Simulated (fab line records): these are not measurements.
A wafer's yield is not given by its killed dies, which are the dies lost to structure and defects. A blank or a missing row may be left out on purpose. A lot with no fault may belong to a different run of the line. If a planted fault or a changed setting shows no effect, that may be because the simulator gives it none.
Which of the tools did it?    flow n5Finfet    Sampling: 10 lots, 27 wafers, 3 of 1938 route steps

== WHAT THE GAUGES READ, wafer by wafer ==
N5_BEOL_M4_RC_MEAS_101. Usual: DIBL_N 36.8 mV/V, standard deviation 2.2; DIBL_P 37.0 mV/V, standard deviation 2.8; IOFF_N 0.18 nA/um, standard deviation 0.043; IOFF_P 0.23 nA/um, standard deviation 0.05; ION_N 680 uA/um, standard deviation 14; ION_P 466 uA/um, standard deviation 9.1; SS_N 71.7 mV/dec, standard deviation 0.74; SS_P 73.5 mV/dec, standard deviation 0.79; VT_N 248 mV, standard deviation 4; VT_P -249 mV, standard deviation 4.1.
lot   measured      on         DIBL_N (mV/V)   DIBL_P (mV/V)   IOFF_N (nA/um)  IOFF_P (nA/um)  ION_N (uA/um)  ION_P (uA/um)  SS_N (mV/dec)   SS_P (mV/dec)   VT_N (mV)    VT_P (mV)       flag
L348  day 8 01:04   prober-01  39.6 35.4 37.8  41.3 36.2 39.6  0.29 0.17 0.23  0.36 0.22 0.32  715 691 696    484 470 480    72.7 71.5 72.1  74.8 73.3 74.0  238 247 243  -241 -246 -242  
L349  day 9 05:10   prober-01  35.7 36.3 37.7  36.9 38.2 40.2  0.18 0.17 0.23  0.19 0.19 0.24  677 667 700    453 456 467    71.6 71.6 72.0  73.4 73.1 73.6  243 253 244  -254 -253 -250  
L356  day 10 14:53  prober-02  38.5            38.5            0.19            0.28            681            477            71.6            73.3            246          -243            
L357  day 10 16:55  prober-02  34.7            34.0            0.14            0.24            676            480            70.9            73.9            251          -245            
L360  day 11 14:02  prober-02  39.4 34.7 35.5  41.1 32.9 35.6  0.25 0.14 0.15  0.29 0.15 0.20  703 672 670    478 454 461    72.8 71.4 71.3  74.9 72.9 72.9  243 250 250  -244 -255 -252  
L361  day 11 13:43  prober-01  34.1 35.7 35.5  33.3 34.9 34.5  0.12 0.14 0.14  0.20 0.23 0.22  659 666 657    459 467 460    71.4 71.9 71.1  73.2 73.1 72.6  254 251 252  -249 -247 -249  
L364  day 12 20:48  prober-02  34.6 30.4 39.2  34.2 29.0 40.9  0.13 0.08 0.25  0.19 0.12 0.31  664 636 695    457 441 474    70.7 69.9 71.6  73.0 71.5 74.1  252 259 242  -251 -257 -244  
L366  day 13 05:25  prober-02  38.8 37.5 37.8  40.2 39.5 38.9  0.22 0.20 0.18  0.29 0.29 0.25  696 696 679    472 480 466    72.0 72.4 72.2  74.7 74.3 74.3  247 245 249  -244 -244 -245  
L368  day 13 10:34  prober-01  33.4 37.3 35.5  34.3 39.2 37.2  0.12 0.20 0.15  0.17 0.25 0.22  671 687 670    460 468 466    70.6 71.6 71.4  73.1 73.7 73.1  256 246 251  -255 -250 -250  
L369  day 13 11:31  prober-02  36.7 37.7       37.9 40.2       0.20 0.22       0.26 0.31       686 701        474 487        72.2 72.3       73.6 74.8       243 242      -244 -241       

N5_PASSIVATION_CD_MEAS_10: target cd 3000 nm. Usual: cdNm at 2998 nm, with a standard deviation of 3.1.
lot   measured      on        cdNm (nm)       flag
L348  day 12 00:36  cdSem-03  2997 3002 2999  
L349  day 13 09:38  cdSem-01  3004 2999 2997  
L356  day 14 13:07  cdSem-03  3000            
L357  day 15 00:19  cdSem-02  2993            
L360  day 15 16:02  cdSem-01  2997 2997 3000  
L361  day 15 09:55  cdSem-01  2996 2994 2994  
L364  day 17 04:41  cdSem-01  2994 3000 2996  
L366  day 17 04:43  cdSem-03  2996 2997 2998  
L368  day 17 09:17  cdSem-02  3000 2995 2996  
L369  day 17 09:28  cdSem-02  2999 2997       

== EACH LOT AND THE TOOL THAT RAN IT (in order: tool; ch and the chambers of the sampled wafers; start) ==
lot   N5_FIN_CUT_ETCH_21
L348  rieDiel-01 ch 0,1, day 2 16:16
L349  rieDiel-02 ch 1,2,3, day 2 21:17
L356  rieDiel-02 ch 2,3, day 4 14:55
L357  rieDiel-02 ch 1,3, day 4 22:46
L360  rieDiel-03 ch 1,2,3, day 5 15:20
L361  rieDiel-01 ch 0,1, day 5 21:41
L364  rieDiel-03 ch 0,2,3, day 6 15:44
L366  rieDiel-03 ch 0,2, day 7 03:51
L368  rieDiel-02 ch 1,2,3, day 7 17:20
L369  rieDiel-02 ch 2,3, day 7 22:19
- N5_FIN_CUT_ETCH_21: etches SOC in N2/H2, target depth 219 nm, overetch 43.8 nm, time 523.5 s.

== AS READ BY THE TOOLS THEMSELVES (means over the sampled wafers that have a number; for cases with no such wafer, the mark the record gives instead) ==
N5_FIN_CUT_ETCH_21. Usual: drypumpMotorCurrentA 5.9 A, standard deviation 0.33; h2FlowSccm 200.0 sccm, standard deviation 0.59; oesProductAu 0.69 a.u., standard deviation 0.06; rfVppV 241.1 V, standard deviation 1.2; showerheadPlenumPTorr 2.57 Torr, standard deviation 0.089; throttleValvePct 18.00 %, standard deviation 0.26.
lot   tool        drypumpMotorCurrentA (A)  h2FlowSccm (sccm)  oesProductAu (a.u.)  rfVppV (V)  showerheadPlenumPTorr (Torr)  throttleValvePct (%)  flag
L348  rieDiel-01  5.3                       199.9              0.69                 241.8       2.61                          17.75                 
L349  rieDiel-02  5.8                       200.0              0.69                 241.0       2.54                          18.12                 
L356  rieDiel-02  5.9                       200.2              0.67                 240.8       2.59                          18.18                 
L357  rieDiel-02  5.8                       200.6              0.66                 240.8       2.47                          18.19                 
L360  rieDiel-03  6.2                       199.7              0.75                 241.3       2.59                          17.71                 
L361  rieDiel-01  5.3                       200.2              0.67                 241.5       2.60                          17.78                 
L364  rieDiel-03  6.4                       200.2              0.75                 241.6       2.62                          17.54                 
L366  rieDiel-03  6.2                       200.0              0.69                 242.8       2.60                          17.54                 
L368  rieDiel-02  5.8                       200.6              0.66                 240.2       2.53                          18.18                 
L369  rieDiel-02  5.8                       199.4              0.67                 241.1       2.58                          18.23                 

== THE ANSWER, worked out from the rows above alone ==
Rule: a lot counts as off when the mean over its wafers that have a number is more than 3 standard deviations away from the usual mean. Also off: a lot with no number at a reading for which 4 or more lots have one. Where the step has rows for the other lots, those lots are counted as sound. First the gauges in route order, then the tools' own readings, where a lot's mean is used as printed above. At the first step where some lot is off, the reading lying furthest off is the one used; lots without a number count as furthest.
Nothing can be told from this: no lot is off at any reading shown.

== WHAT HAD BEEN PUT IN BY THE SIMULATOR ==
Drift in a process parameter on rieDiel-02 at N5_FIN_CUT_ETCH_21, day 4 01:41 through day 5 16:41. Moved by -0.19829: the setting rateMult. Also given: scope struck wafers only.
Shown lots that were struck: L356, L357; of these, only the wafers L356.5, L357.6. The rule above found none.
